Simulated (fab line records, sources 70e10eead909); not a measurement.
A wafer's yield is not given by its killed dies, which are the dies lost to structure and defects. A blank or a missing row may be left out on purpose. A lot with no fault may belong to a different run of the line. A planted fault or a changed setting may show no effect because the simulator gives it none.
A struck lot beside a sound one    flow nandHarc    15 steps out of a route of 1302
Sound: wafers L595.1, L595.2, L595.4. Wafers L603.1, L603.2, L603.4 were the ones struck. The cause comes at the end.
Each step with rows lists, per side, the tool, then ch with its chambers, then its first start. Under that, the readings that differ: sound wafers    struck wafers    difference of the means    sigmas: that difference in standard deviations of wafers without a fault.
alike: a reading whose means differ by less than 2 such deviations, as well as words and numbers matching on both sides. not compared: withheld readings; readings where some wafer has no value; bounds like >300 that might hide an equal value; numbers whose values overlap and for which the record gives no deviation.
The two part at a step that has a row with sigmas, a row that says differs or no value, or rows on one side only. When numbers do not overlap yet have no deviation, they are printed without sigmas and do not part them. A reading that every wafer of one side lacks parts them only if that side has two wafers or more.

first, 6 steps without rows for these wafers: NHARC_A_CHANNEL_HOLE_D2_COAT_04 (resist thk 90 nm); NHARC_A_CHANNEL_HOLE_D2_SOFTBAKE_05 (time 55 s); NHARC_A_CHANNEL_HOLE_D2_EBR_06; NHARC_A_CHANNEL_HOLE_D2_EXPOSE_07 (exposes mask HOLE D2, target cd 100 nm); NHARC_A_CHANNEL_HOLE_D2_PEB_08 (peb time 65 s); NHARC_A_CHANNEL_HOLE_D2_DEVELOP_09 (develop time 35 s).
NHARC_A_CHANNEL_HOLE_D2_CD_MEAS_10 targets a cd of 100 nm.
  sound on cdSem-01 ch 0, day 15 23:09; struck on cdSem-03 ch 0, day 19 11:29
reading    sound           struck            difference  sigmas
cdNm (nm)  98.8 99.4 99.4  100.2 100.6 99.9  +1.0        +2
NHARC_A_CHANNEL_HOLE_D2_OVL_MEAS_11:
  sound: overlay-01 at day 15 23:14; struck: overlay-01 at day 19 11:35
reading          sound         struck          difference  sigmas
overlayXNm (nm)  -0.1 0.1 0.0  -1.7 -2.2 -2.3  -2.1        -2
  alike: overlayYNm
NHARC_A_CHANNEL_HOLE_D2_INSPECT_12:
  sound: defectInspect-01 at day 15 23:17; struck: defectInspect-01 at day 19 11:37
  alike: rawDefectCount
NHARC_A_CHANNEL_HOLE_D2_DESCUM_15: chemistry O2, time 3 s.
  sound on rieDiel-07 ch 0,1,2, day 15 23:21; struck on rieDiel-02 ch 0,1,3, day 19 11:40
reading              sound        struck       difference  sigmas
rfHoursCounterH (h)  3.5 2.9 2.3  1.4 1.1 1.2  -1.7        
  alike: drypumpMotorCurrentA, o2FlowSccm, oesProductAu, rfVppV, showerheadPlenumPTorr, throttleValvePct
NHARC_A_CHANNEL_HOLE_D2_ETCH_38: etches the open film in CF4, target depth 39 nm, time 65 s.
  sound on rieDiel-07 ch 0,1,3, day 15 23:25; struck on rieDiel-02 ch 0,1,3, day 19 11:46
reading              sound        struck       difference  sigmas
rfHoursCounterH (h)  2.9 3.6 3.0  1.4 1.1 1.3  -1.9        
  alike: biasW, cf4FlowSccm, drypumpMotorCurrentA, oesProductAu, rfFwdPowerW, rfVppV, showerheadPlenumPTorr, throttleValvePct
NHARC_A_CHANNEL_HOLE_D2_ETCH_39: etches the open film in N2/H2, target depth 260 nm, time 325 s.
  sound: rieDiel-07 ch 0,2,3; struck: rieDiel-02 ch 0,1,2
reading              sound        struck       difference  sigmas
rfHoursCounterH (h)  3.6 3.1 2.4  1.3 1.5 1.4  -1.6        
  alike: biasW, chamberPressureMTorr, drypumpMotorCurrentA, oesProductAu, rfFwdPowerW, rfVppV, showerheadPlenumPTorr, throttleValvePct
NHARC_A_CHANNEL_HOLE_D2_ETCH_34: etches the open film in CF4/CHF3, target depth 154 nm, time 77 s.
  sound on rieDiel-07 ch 0,2,3, day 15 23:46; struck on rieDiel-02 ch 0,1,3, day 19 12:07
  no value came back on the struck wafers for any of 9 readings (biasW (W), cf4FlowSccm (sccm) and others); on the sound wafers biasW (W) reads 200.6 199.7 199.9
NHARC_A_CHANNEL_HOLE_D2_ETCH_16: etches the open film in O2/COS, target depth 3100 nm, time 806 s.
  sound: rieDiel-07 ch 0,1,2; struck: rieDiel-02 ch 0,1,2
reading              sound        struck       difference  sigmas
rfHoursCounterH (h)  3.8 2.7 3.2  1.8 1.6 1.6  -1.6        
  alike: biasW, chamberPressureMTorr, drypumpMotorCurrentA, o2FlowSccm, oesProductAu, rfFwdPowerW, rfVppV, showerheadPlenumPTorr, throttleValvePct
-- the record jumps here: 11 days lie between the struck wafers' starts before and after (it left off in module A_CHANNEL_HOLE_D2 and takes up again in module END, whose first step shown is number 1302 of the route) --
NHARC_END_SORT_01:
  at this point the record logs the struck wafers (prober-02 ch 0, day 30 11:11) and has no rows for the sound ones

## WHERE THEY PART
First at NHARC_A_CHANNEL_HOLE_D2_CD_MEAS_10; last, within this record, at NHARC_END_SORT_01.

WHY: what had been put in by the simulator
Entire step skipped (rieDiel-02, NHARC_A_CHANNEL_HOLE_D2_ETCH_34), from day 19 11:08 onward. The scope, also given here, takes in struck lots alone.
